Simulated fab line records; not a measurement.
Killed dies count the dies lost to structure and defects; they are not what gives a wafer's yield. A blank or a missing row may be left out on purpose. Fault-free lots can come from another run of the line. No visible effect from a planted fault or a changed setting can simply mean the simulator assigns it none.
fab line records | flow nandHarc
record: lots: 7 wafers: 21 lastDay: 24
route steps=1159 shown A_CHANNEL_HOLE_D1@483 A_CHANNEL_FILL_D1@490
lots that met no fault: taken from a fault-free run of the same line
startH: the number of hours between the record's first day and the start of the first shown wafer of the lot | waitH: hours since the lot's step before | " unchanged from the row above | L1.1+2: a row that stands for several wafers | - no value, or no start was given | * or withheld: withheld | < > ~ a bound
route shown NAME@n: NAME is a module with steps in the file, n the number in the route of the first one | usual: mean and standard deviation over wafers with no fault | same: alike in all rows | chamber/n: place in a boat | sites: each site's reading | _std_site: their standard deviation | _edge_site: mean of outer sites minus mean of inner sites | radiusMm: for every site, how far away it sits from the centre of the wafer | mask NAME#n: copy n | behind: the most recent tool/chamber to have shaped the wafer | hold: the reason the lot was held/the length of the hold in hours/how it ended | device: which transistor (n, p or np) failed to switch | end of line: tests of these same wafers at the route's end | for a step that has no rows: nothing shown but its recipe | killed: count of dies lost to structure and defects at first sort (not the wafer's yield) | map: a wafer's dies, marking killed ones x, the rest . and places with no die _
set.NAME: the run value of the setting; set.NAME@STEP: its run value at that earlier step | model.NAME: the simulator's own value behind a step, which no gauge read
lots seen at some steps along the route; tables by step, rows by wafer
services: from which hour (startH, from the record's first day; less than 0 if before it) a tool's chamber was out of use, for how many hours, and why
== steps ==
step: NHARC_A_CHANNEL_HOLE_D1_ETCH_44
recipe: targetDepthA: 1400 overetchA: 140 timeS: 77 ionEnergyEv: 100 cf4FlowSccm: 80 o2FlowSccm: 20 arFlowSccm: 0 rfW: 300 biasW: 100 chemistry: CF4/O2
step: NHARC_A_CHANNEL_HOLE_D1_STRIP_27
recipe: o2FlowSccm: 500 arFlowSccm: 0 biasW: 0 chemistry: O2
usual: drypumpMotorCurrentA: 5.7/0.43 oesProductAu: 0.994/0.015 rfVppV: 57.7/0.89 showerheadPlenumPTorr: 3.50/0.1 throttleValvePct: 17.037/0.0089
same: biasW: 0
columns lot.wafer tool chamber startH waitH drypumpMotorCurrentA oesProductAu rfHoursCounterH rfVppV showerheadPlenumPTorr throttleValvePct
L983.4 rieDiel-05 2 - - 4.9 0.987 0 55.3 3.42 17.048
L983.2 " 3 " " 5.6 0.967 0 57.6 3.49 17.035
L983.3 " 1 " " 5.7 0.984 0 58.3 3.38 17.032
L991.4 rieDiel-12 1 - - 5.7 0.986 1 58.8 3.63 17.039
L991.2 " 3 " " 5.0 0.991 1 57.8 3.63 17.041
L991.6 " 1 " " 5.7 0.989 - 58.5 3.63 17.043
L100.1 rieDiel-05 3 - - 5.6 0.961 9 57.8 3.48 17.033
L100.3 " 1 " " 5.7 0.985 10 57.8 3.37 17.054
L100.5 " 3 " " 5.6 0.964 - 59.1 3.48 17.040
L999.1 rieDiel-11 2 - - 6.2 0.980 7 57.8 3.53 17.029
L999.3 " 1 " " 6.1 0.989 6 57.9 3.41 17.027
L999.5 " 2 " " 6.2 0.980 - 57.6 3.53 17.013
L101.4 rieDiel-05 1 - - 5.7 1.001 11 57.4 3.37 17.045
L101.1 " 3 " " 5.6 0.972 10 57.5 3.48 17.034
L101.6 " 2 " " 4.9 0.985 - 57.1 3.41 17.047
L105.1 rieDiel-12 2 - - 5.9 1.011 6 58.9 3.58 17.023
L105.3 " 1 " " 5.7 0.969 6 58.3 3.63 17.040
L105.4 " 1 " " 5.7 0.990 - 56.4 3.63 17.038
L106.1 rieDiel-11 2 - - 6.2 0.983 9 58.4 3.53 17.039
L106.2 " 3 " " 5.8 0.990 8 58.3 3.64 17.047
L106.6 " 2 " " 6.2 0.978 - 56.3 3.53 17.024
step: NHARC_A_CHANNEL_HOLE_D1_PRECLEAN_28
recipe: timeS: * tempC: 50 bathAgeMin: 0 chemistry: SC1
step: NHARC_A_CHANNEL_HOLE_D1_SRD_29
step: NHARC_A_CHANNEL_HOLE_D1_CD_MEAS_30
usual: cdNm: 90.5/1.4
columns lot.wafer tool chamber startH waitH cdNm
L983.2 cdSem-03 - 184.03 - 92.4
L983.3 " - " " 88.4
L983.4 " - " " 90.9
L991.2 cdSem-01 - 237.92 - 87.4
L991.4 " - " " 92.7
L991.6 " - " " 90.1
L100.1 cdSem-01 - 278.09 - 91.3
L100.3 " - " " 89.8
L100.5 " - " " 90.1
L999.1 cdSem-03 - 278.49 - 89.6
L999.3 " - " " 89.5
L999.5 " - " " 90.9
L101.1 cdSem-03 - 286.49 - 93.0
L101.4 " - " " 90.8
L101.6 " - " " 91.8
L105.1 cdSem-01 - 313.43 - 91.9
L105.3 " - " " 92.2
L105.4 " - " " 92.9
L106.1 cdSem-01 - 317.42 - 90.3
L106.2 " - " " 92.5
L106.6 " - " " 91.2
step: NHARC_A_CHANNEL_HOLE_D1_XSEM_31
recipe: landingEnergyEv: 35000
usual: botCdNm: 75.1/1.6 bowNm: 8.48/0.23 tiltDeg: 0.08/0.044
columns lot.wafer tool chamber startH waitH botCdNm bowNm tiltDeg
L983.2 xsem-01 0 184.12 0.1 76.7 8.72 0.10
L983.3 " 0 " " 72.9 8.70 0.10
L983.4 " 0 " " 75.7 8.69 0.10
L991.2 xsem-02 0 238.02 0.1 71.6 8.80 0.07
L991.4 " 0 " " 77.8 8.81 0.07
L991.6 " 0 " " 74.9 8.73 0.07
L100.1 xsem-01 0 278.17 0.1 75.8 8.42 0.06
L100.3 " 0 " " 74.9 8.36 0.06
L100.5 " 0 " " 74.6 8.46 0.05
L999.1 xsem-02 0 278.58 0.1 74.0 8.17 0.08
L999.3 " 0 " " 73.8 8.14 0.08
L999.5 " 0 " " 75.5 8.25 0.08
L101.1 xsem-01 0 286.59 0.1 77.2 8.36 0.17
L101.4 " 0 " " 74.9 8.30 0.17
L101.6 " 0 " " 75.6 8.36 0.17
L105.1 xsem-01 0 313.51 0.1 77.8 8.50 0.06
L105.3 " 0 " " 77.6 8.58 0.06
L105.4 " 0 " " 78.7 8.51 0.06
L106.1 xsem-02 0 317.51 0.1 74.7 8.67 0.09
L106.2 " 0 " " 77.4 8.76 0.09
L106.6 " 0 " " 76.4 8.64 0.09
step: NHARC_A_CHANNEL_HOLE_D1_INSPECT_40
usual: rawDefectCount: 56/16
columns lot.wafer tool chamber startH waitH rawDefectCount
L983.2 defectInspect-02 - 184.21 - 56
L983.3 " - " " 42
L983.4 " - " " 49
L991.2 defectInspect-01 - 238.11 - 45
L991.4 " - " " 51
L991.6 " - " " 61
L100.1 defectInspect-02 - 278.27 - 51
L100.3 " - " " 63
L100.5 " - " " 61
L999.1 defectInspect-02 - 278.68 - 54
L999.3 " - " " 86
L999.5 " - " " 79
L101.1 defectInspect-01 - 286.69 - 47
L101.4 " - " " 45
L101.6 " - " " 49
L105.1 defectInspect-01 - 313.61 - 56
L105.3 " - " " 47
L105.4 " - " " 39
L106.1 defectInspect-01 - 317.61 - 64
L106.2 " - " " 78
L106.6 " - " " 57
step: NHARC_A_CHANNEL_FILL_D1_PRECLEAN_00
recipe: timeS: * tempC: 50 bathAgeMin: 0 chemistry: SC1
step: NHARC_A_CHANNEL_FILL_D1_SRD_01
step: NHARC_A_CHANNEL_FILL_D1_ALD_02
recipe: targetThkA: 60 pulseTimeS: 10 aldCycles: 60 tempC: 300 material: SiO2
usual: aldCycles: 60/0 heaterPowerW: 482/42 precursorPulseHeightRel: 1.000/0.02 susceptorTempC: 300.01/0.17
columns lot.wafer tool chamber startH waitH aldCycles heaterPowerW precursorPulseHeightRel susceptorTempC
L983.4 aldHk-01 0 184.41 - 60 512 0.992 300.00
L983.3 " 1 " " 60 481 0.990 299.83
L983.2 " 2 " " 60 426 1.004 299.92
L991.2 aldHk-04 3 239.00 - 60 509 0.981 300.25
L991.4 " 0 " " 60 436 1.012 299.93
L991.6 " 1 " " 60 453 0.990 299.98
L100.3 aldHk-02 1 278.55 - 60 450 1.001 299.96
L100.1 " 2 " " 60 476 0.986 300.20
L100.5 " 1 " " 60 448 1.023 300.25
L999.1 aldHk-04 3 278.88 - 60 488 0.996 299.85
L999.3 " 2 " " 60 410 1.001 299.94
L999.5 " 3 " " 60 503 0.988 299.94
L101.1 aldHk-01 3 287.49 - 60 540 1.019 300.08
L101.4 " 0 " " 60 496 0.984 300.09
L101.6 " 3 " " 60 548 1.033 300.08
L105.1 aldHk-01 0 313.88 - 60 505 0.997 300.05
L105.3 " 1 " " 60 511 1.014 299.62
L105.4 " 2 " " 60 451 0.968 300.10
L106.1 aldHk-02 0 317.80 - 60 480 0.983 300.16
L106.2 " 2 " " 60 476 1.012 300.40
L106.6 " 1 " " 60 442 1.042 300.12
step: NHARC_A_CHANNEL_FILL_D1_ALD_03
recipe: targetThkA: 60 pulseTimeS: 60 aldCycles: 58 tempC: 630 pressureTorr: 2 material: SiNx
step: NHARC_A_CHANNEL_FILL_D1_ALD_14
recipe: targetThkA: 25 pulseTimeS: 10 aldCycles: 25 tempC: 300 material: SiO2
usual: aldCycles: 25/0 heaterPowerW: 485/40 precursorPulseHeightRel: 0.998/0.022 susceptorTempC: 300.00/0.19
columns lot.wafer tool chamber startH waitH aldCycles heaterPowerW precursorPulseHeightRel susceptorTempC
L983.4 aldHk-01 2 191.90 0.5 25 422 0.994 300.22
L983.2 " 0 " " 25 500 0.991 299.80
L983.3 " 1 " " 25 485 0.989 300.20
L991.2 aldHk-01 3 245.07 0.1 25 540 1.006 299.76
L991.4 " 0 " " 25 498 0.973 300.06
L991.6 " 3 " " 25 536 0.996 300.26
L999.3 aldHk-01 0 286.97 1.5 25 494 1.049 300.11
L999.1 " 2 " " 25 465 0.971 300.18
L999.5 " 1 " " 25 507 0.997 300.15
L100.1 aldHk-01 1 287.19 1.8 25 511 0.981 300.30
L100.3 " 2 " " 25 446 0.993 300.08
L100.5 " 2 " " 25 458 0.996 300.25
L101.1 aldHk-01 3 294.42 0.0 25 531 0.979 299.82
L101.4 " 0 " " 25 501 0.968 300.09
L101.6 " 3 " " 25 542 1.002 299.84
L105.4 aldHk-01 0 320.88 0.1 25 494 0.998 300.20
L105.3 " 1 " " 25 508 0.998 300.34
L105.1 " 2 " " 25 464 1.016 299.87
L106.2 aldHk-04 2 324.79 0.0 25 400 1.037 299.78
L106.1 " 0 " " 25 430 1.004 299.92
L106.6 " 3 " " 25 502 0.998 299.99
step: NHARC_A_CHANNEL_FILL_D1_ALD_15
recipe: targetThkA: 20 pulseTimeS: 60 aldCycles: 19 tempC: 630 pressureTorr: 2 material: SiNx
usual: aldCycles: 19/0 precursorPulseHeightRel: 1.000/0.018 susceptorTempC: 630.0/0.31
columns lot.wafer tool chamber startH waitH aldCycles precursorPulseHeightRel susceptorTempC
L983.2 aldSinBatch-02 0 194.80 - 19 1.039 630.4
L983.3 " 0 " " 19 0.989 630.5
L983.4 " 0 " " 19 0.991 630.2
L991.2 aldSinBatch-01 0 248.14 - 19 1.023 629.5
L991.4 " 0 " " 19 0.985 629.8
L991.6 " 0 " " 19 1.013 630.2
L999.1 aldSinBatch-01 0 290.10 - 20 1.001 629.8
L999.3 " 0 " " 20 1.008 630.1
L999.5 " 0 " " 20 1.002 629.7
L100.1 aldSinBatch-01 0 290.10 - 20 1.004 630.2
L100.3 " 0 " " 20 1.004 630.6
L100.5 " 0 " " 20 0.953 629.9
L101.1 aldSinBatch-01 0 297.55 - 20 0.997 630.6
L101.4 " 0 " " 20 0.978 630.1
L101.6 " 0 " " 20 1.016 630.3
L105.1 aldSinBatch-02 0 323.97 - 19 1.008 -
L105.3 " 0 " " 19 0.995 -
L105.4 " 0 " " 19 0.989 -
L106.1 aldSinBatch-02 0 327.92 - 19 0.976 629.7
L106.2 " 0 " " 19 1.006 630.0
L106.6 " 0 " " 19 1.022 629.5
step: NHARC_A_CHANNEL_FILL_D1_ALD_16
recipe: targetThkA: 15 pulseTimeS: 10 aldCycles: 15 tempC: 300 material: SiO2
usual: aldCycles: 15/0 heaterPowerW: 469/39 precursorPulseHeightRel: 1.001/0.02 susceptorTempC: 299.99/0.19
columns lot.wafer tool chamber startH waitH aldCycles heaterPowerW precursorPulseHeightRel susceptorTempC
L983.4 aldHk-01 3 197.02 0.2 15 545 0.980 -
L983.3 " 0 " " 15 503 0.993 -
L983.2 " 2 " " 15 424 0.992 -
L991.2 aldHk-02 2 250.40 0.2 15 476 0.988 299.92
L991.4 " 3 " " 15 466 0.978 300.45
L991.6 " 1 " " 15 445 0.948 300.06
L999.3 aldHk-02 2 292.16 0.0 15 470 1.008 300.02
L999.1 " 3 " " 15 440 1.016 300.47
L999.5 " 3 " " 15 445 0.995 299.95
L100.1 aldHk-04 2 292.22 0.1 15 397 1.032 300.08
L100.3 " 3 " " 15 495 1.002 299.96
L100.5 " 0 " " 15 425 0.984 299.87
L101.4 aldHk-01 2 300.75 1.2 15 447 1.022 299.94
L101.1 " 0 " " 15 493 0.966 300.16
L101.6 " 2 " " 15 456 0.993 300.05
L105.4 aldHk-04 2 326.04 0.1 15 408 0.986 299.92
L105.3 " 3 " " 15 494 1.036 300.04
L105.1 " 0 " " 15 424 1.026 300.02
L106.2 aldHk-04 1 329.98 0.0 15 448 1.009 299.64
L106.1 " 2 " " 15 409 0.988 299.92
L106.6 " 1 " " 15 446 0.992 299.81
== services ==
columns tool chamber startH hours kind
rieDiel-05 - 163.62 9.0 pm
rieDiel-11 0 174.02 9.4 repair
rieDiel-12 3 183.88 6.7 repair
aldHk-04 - 189.24 10.0 pm
rieDiel-11 - 189.50 9.0 pm
rieDiel-11 2 200.68 1.2 repair
rieDiel-12 - 202.68 9.0 pm
rieDiel-05 1 204.46 4.9 repair
rieDiel-05 3 221.86 1.8 repair
aldHk-01 - 228.00 10.0 pm
aldHk-01 0 228.00 10.0 ventCycle
aldHk-01 1 228.00 10.0 ventCycle
aldHk-01 2 228.00 10.0 ventCycle
aldHk-01 3 228.00 10.0 ventCycle
aldHk-01 0 238.00 - clean
aldHk-01 1 238.00 - clean
aldHk-01 2 238.00 - clean
aldHk-01 3 238.00 - clean
rieDiel-11 1 264.48 10.8 repair
aldHk-02 - 281.53 10.0 pm
rieDiel-12 1 295.70 2.5 repair
xsem-02 - 302.00 14.0 pm
rieDiel-12 0 302.92 10.5 repair
aldHk-01 - 329.71 0.3 repair
== key ==
firstSign: step: NHARC_A_CHANNEL_FILL_D1_ALD_15 reading: aldCycles direction: up sigmas: 99+ usual: 19 struck: 20
effect none on later readings
metAt NHARC_A_CHANNEL_FILL_D1_ALD_15
struckWafers L999.1,L999.3,L999.5,L100.1,L100.3,L100.5,L101.1,L101.4,L101.6
testerLeftOut L999,L100,L101
onsetBetween 248.14 290.10
fault: kind: processParameterDrift tool: aldSinBatch-01 chamber: - onsetH: 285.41 steps: NHARC_A_CHANNEL_FILL_D1_ALD_15 channel: aldCycles offset: 1 shape: step endH: 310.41 actsIn: theseRecipesOnly stated: 19
testerLeftOut: of these lots the tester's yield and bins aren't shown, on N5 and GAA mostly nor the transistor test; their killed dies are dies lost to structure and defects alone, not to doping, threshold or leakage, so they don't give the yield
